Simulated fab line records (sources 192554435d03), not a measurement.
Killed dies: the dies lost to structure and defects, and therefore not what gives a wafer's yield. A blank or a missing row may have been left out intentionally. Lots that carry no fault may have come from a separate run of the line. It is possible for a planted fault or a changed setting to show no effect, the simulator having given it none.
fab line records	flow n5Finfet	part 2 of 2: steps 25 to 32 of 32
record: lots: 5	wafers: 15	lastDay: 14
route steps=1938 shown BEOL_M6@1257 BEOL_M7@1263
lots untouched by any fault: they come from a run of this same line in which no faults occurred
startH: hours from the record's opening day to when the first of the lot's shown wafers began	waitH: hours from the lot's prior step to this one	" as in the row above	L1.1+2: a single row standing in for several wafers	- value missing, or start not given	* or withheld: withheld	< > ~ a bound
route shown NAME@n: names a module that has steps shown in the file, with the first one's number in the route	usual: mean/standard deviation of fault-free wafers	same: alike in all rows	chamber/n: place in a boat	sites: readings site by site	_std_site: how widely they spread, as a standard deviation	_edge_site: the outer-site mean with the inner-site mean subtracted	radiusMm: for every site, how far away it sits from the centre of the wafer	mask NAME#n: copy n	behind: the most recent tool/chamber to have shaped the wafer	hold: what put the lot on hold/how long, in hours/how the hold closed	device: which transistor (n, p or np) failed to switch	end of line: tests of these same wafers at the route's end	a step with no rows: only its recipe	killed: dies that structure and defects cost at the first sort, which is not the same as the wafer's yield	map: shows each die of a wafer: x if killed, . if not, _ if none is there
set.NAME: the run value of the setting; set.NAME@STEP: its run value at that earlier step	model.NAME: the simulator's own value behind a step, which no gauge read
lots at selected steps of the route; one table per step, one row per wafer
services: the hour from which a tool's chamber was out of use, counted from the record's first day as startH (under 0 if before that day), plus the number of hours and why
== steps ==
step: N5_BEOL_M7_ETCH_62
recipe: chemistry: N2/H2	target: SOC	targetDepthA: 1100	overetchA: 220	maskMaterial: SiARC	tempC: 40	timeS: 165	ionEnergyEv: 200	pressureMtorr: 30	sourceW: 840	biasW: 150	n2FlowSccm: 200	h2FlowSccm: 200
usual: drypumpMotorCurrentA: 5.7/0.63	oesProductAu: 0.70/0.071	rfVppV: 523.7/2.1	showerheadPlenumPTorr: 2.54/0.066	throttleValvePct: 17.74/0.27
lot.wafer	tool	chamber	startH	waitH	drypumpMotorCurrentA	oesProductAu	rfHoursCounterH	rfVppV	showerheadPlenumPTorr	throttleValvePct
L075.1	rieDiel-01	0	199.06	0.0	4.8	0.74	50	526.1	2.57	17.55
L075.2	"	2	"	"	6.2	0.79	21	522.6	2.51	17.49
L075.3	"	1	"	"	5.2	0.61	215	524.4	2.51	18.15
L076.1	rieDiel-01	3	201.93	0.0	6.4	0.73	62	522.2	2.48	17.66
L076.5	"	2	"	"	6.1	0.79	-	523.1	2.51	17.48
L076.6	"	3	"	"	6.4	0.73	-	524.0	2.48	17.68
L077.3	rieDiel-01	2	208.48	0.0	6.1	0.79	24	523.8	2.51	17.48
L077.5	"	2	"	"	6.1	0.79	-	521.3	2.51	17.49
L077.6	"	3	"	"	6.4	0.73	-	521.3	2.48	17.64
L083.1	rieDiel-04	3	246.38	0.0	6.6	0.61	210	521.1	2.42	18.18
L083.3	"	2	"	"	5.7	0.71	44	524.0	2.61	18.08
L083.4	"	0	"	"	5.8	0.79	11	525.0	2.61	18.03
L084.1	rieDiel-01	3	250.72	0.0	6.4	0.72	79	522.0	2.47	17.70
L084.4	"	0	"	"	4.8	0.72	66	524.0	2.57	17.58
L084.5	"	2	"	"	6.1	0.76	-	521.6	2.50	17.52
step: N5_BEOL_M7_STRIP_68
recipe: chemistry: N2/H2	tempC: 40	n2FlowSccm: 200	h2FlowSccm: 200	rfFrequencyHz: 6e+07
lot.wafer	tool	chamber	startH	waitH
L075.1+2+3	rieDiel-01	0,2,1	199.19	0.1
L076.1+5+6	rieDiel-01	3,2,3	202.06	0.1
L077.3+5+6	rieDiel-01	2,2,3	208.61	0.1
L083.1+3+4	rieDiel-04	3,2,0	246.51	0.1
L084.1+4+5	rieDiel-01	3,0,2	250.86	0.1
step: N5_BEOL_M7_STRIP_67
recipe: chemistry: CF4	resist: SiARC	powerW: 300	biasPowerW: 75	pressureMtorr: 50	cf4FlowSccm: 150	rfFrequencyHz: 6e+07
usual: cf4FlowSccm: 150.0/0.44	drypumpMotorCurrentA: 5.7/0.63	oesProductAu: 0.82/0.083	rfVppV: 271.0/1.4	showerheadPlenumPTorr: 1.79/0.049	throttleValvePct: 13.51/0.26
lot.wafer	tool	chamber	startH	waitH	cf4FlowSccm	drypumpMotorCurrentA	oesProductAu	rfHoursCounterH	rfVppV	showerheadPlenumPTorr	throttleValvePct
L075.1	rieDiel-01	0	199.20	0.0	150.8	4.8	0.88	50	271.8	1.82	13.37
L075.2	"	2	"	"	150.7	6.1	0.93	21	271.2	1.77	13.22
L075.3	"	1	"	"	150.2	5.2	0.70	215	272.4	1.76	13.94
L076.1	rieDiel-01	3	202.07	0.0	148.9	6.4	0.86	62	269.3	1.74	13.37
L076.5	"	2	"	"	150.4	6.1	0.93	-	269.6	1.77	13.21
L076.6	"	3	"	"	149.1	6.3	0.86	-	269.8	1.74	13.37
L077.3	rieDiel-01	2	208.62	0.0	149.7	6.1	0.93	24	269.5	1.77	13.23
L077.5	"	2	"	"	150.1	6.1	0.92	-	269.8	1.77	13.22
L077.6	"	3	"	"	150.2	6.4	0.86	-	270.4	1.74	13.34
L083.1	rieDiel-04	3	246.52	0.0	149.3	6.6	0.72	210	269.1	1.70	13.90
L083.3	"	2	"	"	151.1	5.7	0.84	44	273.0	1.83	13.58
L083.4	"	0	"	"	150.5	5.7	0.92	11	273.3	1.84	13.73
L084.1	rieDiel-01	3	250.87	0.0	150.1	6.4	0.85	79	270.9	1.74	13.39
L084.4	"	0	"	"	149.5	4.8	0.86	66	271.6	1.82	13.39
L084.5	"	2	"	"	149.9	6.1	0.89	-	270.9	1.77	13.26
step: N5_BEOL_M7_HM_OPEN_17
recipe: chemistry: Cl2/BCl3	targetDepthA: 200	overetchA: 60	target: TiN	maskMaterial: SOC	ionEnergyEv: 150	pressureMtorr: 10	icpW: 1000	biasW: 126	Cl2_flow_sccm: 53.25	bcl3FlowSccm: 21.75	Ar_flow_sccm: 25
usual: drypumpMotorCurrentA: 6.01/0.24	oesProductAu: 0.67/0.076	throttleValvePct: 22.12/0.13
lot.wafer	tool	chamber	startH	waitH	drypumpMotorCurrentA	oesProductAu	rfHoursCounterH	throttleValvePct
L075.1	rieMetal-03	0	199.24	0.0	6.24	0.77	11	22.21
L075.2	"	1	"	"	6.04	0.61	63	21.93
L075.3	"	1	"	"	6.02	0.61	-	21.94
L076.1	rieMetal-03	0	202.11	0.0	6.22	0.76	11	22.22
L076.5	"	1	"	"	6.04	0.60	-	21.95
L076.6	"	0	"	"	6.21	0.77	-	22.20
L077.3	rieMetal-03	1	208.69	0.1	6.04	0.60	-	21.95
L077.5	"	0	"	"	6.26	0.76	-	22.22
L077.6	"	1	"	"	6.05	0.60	-	21.95
L083.1	rieMetal-03	1	246.56	0.0	6.05	0.60	68	21.96
L083.3	"	0	"	"	6.26	0.74	-	22.22
L083.4	"	1	"	"	6.01	0.61	-	21.96
L084.1	rieMetal-02	1	250.91	0.0	5.48	0.73	15	22.15
L084.4	"	0	"	"	5.80	0.71	-	22.10
L084.5	"	0	"	"	5.80	0.70	-	22.11
step: N5_BEOL_M7_STRIP_19
recipe: chemistry: O2	powerW: 400	tempC: 40	pressureMtorr: 30	rfFrequencyHz: 6e+07	biasPowerW: 0	overashFraction: 0.2	o2FlowSccm: 225
usual: drypumpMotorCurrentA: 5.7/0.58	oesProductAu: 0.80/0.091	rfVppV: 3.6/0.59	showerheadPlenumPTorr: 2.10/0.068	throttleValvePct: 16.63/0.29
lot.wafer	tool	chamber	startH	waitH	drypumpMotorCurrentA	oesProductAu	rfHoursCounterH	rfVppV	showerheadPlenumPTorr	throttleValvePct
L075.1	rieDiel-04	2	199.36	0.1	5.7	0.88	27	4.1	2.16	16.77
L075.2	"	1	"	"	6.5	0.79	111	3.4	2.11	16.67
L075.3	"	3	"	"	6.7	0.72	194	4.5	2.01	17.06
L076.1	rieDiel-01	3	202.22	0.1	6.4	0.88	62	2.8	2.04	16.48
L076.5	"	3	"	"	6.4	0.86	-	4.2	2.04	16.48
L076.6	"	0	"	"	4.7	0.88	-	2.9	2.12	16.42
L077.3	rieDiel-03	3	208.86	0.1	6.3	0.71	211	3.0	2.17	16.76
L077.5	"	0	"	"	5.0	0.85	-	4.1	2.12	16.26
L077.6	"	3	"	"	6.3	0.71	-	3.3	2.18	16.76
L083.1	rieDiel-01	2	246.91	0.3	6.1	0.93	37	3.2	2.03	16.15
L083.3	"	0	"	"	4.7	0.87	65	3.8	2.11	16.45
L083.4	"	1	"	"	5.2	0.69	229	3.2	2.06	17.05
L084.1	rieDiel-01	1	251.02	0.1	5.2	0.70	230	3.5	2.06	17.06
L084.4	"	3	"	"	6.4	0.85	79	3.5	2.04	16.54
L084.5	"	3	"	"	6.4	0.85	-	3.0	2.04	16.54
step: N5_BEOL_M7_CD_MEAS_18
recipe: pitchNm: 80	targetCdNm: 40
usual: cdNm: 40.4/0.66
lot.wafer	tool	chamber	startH	waitH	cdNm
L075.1	cdSem-03	-	199.43	0.0	41.0
L075.2	"	-	"	"	40.6
L075.3	"	-	"	"	41.8
L076.1	cdSem-03	-	202.29	0.0	40.0
L076.5	"	-	"	"	39.5
L076.6	"	-	"	"	40.1
L077.3	cdSem-01	-	208.93	0.1	40.4
L077.5	"	-	"	"	39.9
L077.6	"	-	"	"	40.4
L083.1	cdSem-01	-	246.98	0.0	39.8
L083.3	"	-	"	"	40.1
L083.4	"	-	"	"	40.3
L084.1	cdSem-01	-	251.09	0.0	39.6
L084.4	"	-	"	"	39.9
L084.5	"	-	"	"	40.2
step: N5_BEOL_M7_COAT_63
recipe: resist: SOC	tempC: 250	timeS: 60	spinRpm: 1500	resistThkNm: 60
lot.wafer	tool	chamber	startH	waitH
L075.1+2+3	lithoTrack-05	0	199.79	0.4
L076.1+5+6	lithoTrack-05	0	202.92	0.6
L077.3+5+6	lithoTrack-03	0	210.11	1.2
L083.1+3+4	lithoTrack-05	0	248.47	1.5
L084.1+4+5	lithoTrack-03	0	251.16	0.1
step: N5_BEOL_M7_COAT_64
recipe: resist: SiARC	tempC: 220	timeS: 60	spinRpm: 1500	resistThkNm: 12
lot.wafer	tool	chamber	startH	waitH
L075.1+2+3	lithoTrack-05	0	-	-
L076.1+5+6	lithoTrack-05	0	-	-
L077.3+5+6	lithoTrack-03	0	-	-
L083.1+3+4	lithoTrack-05	0	-	-
L084.1+4+5	lithoTrack-03	0	-	-
== services ==
tool	chamber	startH	hours	kind
arfiScanner-03	-	175.30	1.3	pm
rieMetal-02	1	183.12	1.1	repair
arfiScanner-01	-	183.17	4.9	pm
pecvd-02	-	184.99	27.0	repair
uvCure-01	-	186.94	2.8	pm
rieMetal-02	-	191.37	2.8	pm
cmp-04	-	191.97	1.2	repair
lithoTrack-03	-	194.37	-	consumableReplace:filter
rieDiel-04	0	197.34	-	clean
rieDiel-04	0	197.34	-	consumableReplace:focusRing
uvCure-02	-	198.27	0.5	repair
arfiScanner-02	-	202.62	1.3	pm
cmp-01	-	204.30	4.0	pm
arfiScanner-03	-	205.80	6.0	pm
pecvd-03	1	218.40	5.5	scheduledDown
rieDiel-04	1	221.30	13.8	repair
uvCure-01	-	222.49	1.4	repair
cmp-04	-	222.71	5.0	pm
cmp-01	-	223.18	1.3	repair
pecvd-03	0	224.32	5.5	scheduledDown
arfiScanner-02	-	229.76	0.5	repair
arfiScanner-01	-	234.10	1.3	pm
rieDiel-01	1	240.27	4.0	repair
arfiScanner-02	-	246.11	1.0	pm
